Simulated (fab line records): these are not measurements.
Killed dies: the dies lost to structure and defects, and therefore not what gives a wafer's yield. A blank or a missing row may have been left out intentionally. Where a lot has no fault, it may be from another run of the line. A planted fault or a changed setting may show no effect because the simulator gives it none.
What tool caused it? -- flow n5-finfet -- 9 lots, 27 wafers sampled, at 1 step of a route of 1938

WHAT THE GAUGES READ, wafer by wafer
N5_BEOL_M4_RC_MEAS_101.
lot,measured,on,DIBL_N (mV/V)
L958,day 8 05:33,prober-01,35.3 37.3 34.9
L959,day 8 10:10,prober-02,36.3 35.5 37.9
L962,day 9 07:38,prober-02,36.7 35.1 35.3
L964,day 9 13:46,prober-01,37.1 36.2 36.3
L971,day 11 11:57,prober-01,36.6 36.8 36.1
L975,day 12 07:06,prober-01,37.3 37.6 36.7
L976,day 12 17:07,prober-02,37.5 35.4 35.9
L978,day 13 01:10,prober-01,35.8 36.5 35.6
L979,day 13 13:49,prober-02,37.8 35.6 33.4

WHAT TOOL EACH LOT RAN ON (gives the tool, then ch and the chambers of the sampled wafers, and finally the start)
Record: no process step prior to these readings.

THE ANSWER, worked out from the rows above alone
Rule: usual is defined by the lots themselves. The widest of any qualifying gaps counts: lots, ordered by their means at a reading, are off when they make up no more than a third of the lots, leave a main group of 4 or more, and stand apart from it by 3 or more times the standard deviation of that group's means. A main group is skipped when, at the precision printed for the reading in the tables above, its means are all equal. A lot without any number at a reading at which 4 lots or more have one is off too. The other lots that the step has rows for count as sound.
No lot is off at any reading shown: from this, nothing can be told.

WHAT THE SIMULATOR PUT IN
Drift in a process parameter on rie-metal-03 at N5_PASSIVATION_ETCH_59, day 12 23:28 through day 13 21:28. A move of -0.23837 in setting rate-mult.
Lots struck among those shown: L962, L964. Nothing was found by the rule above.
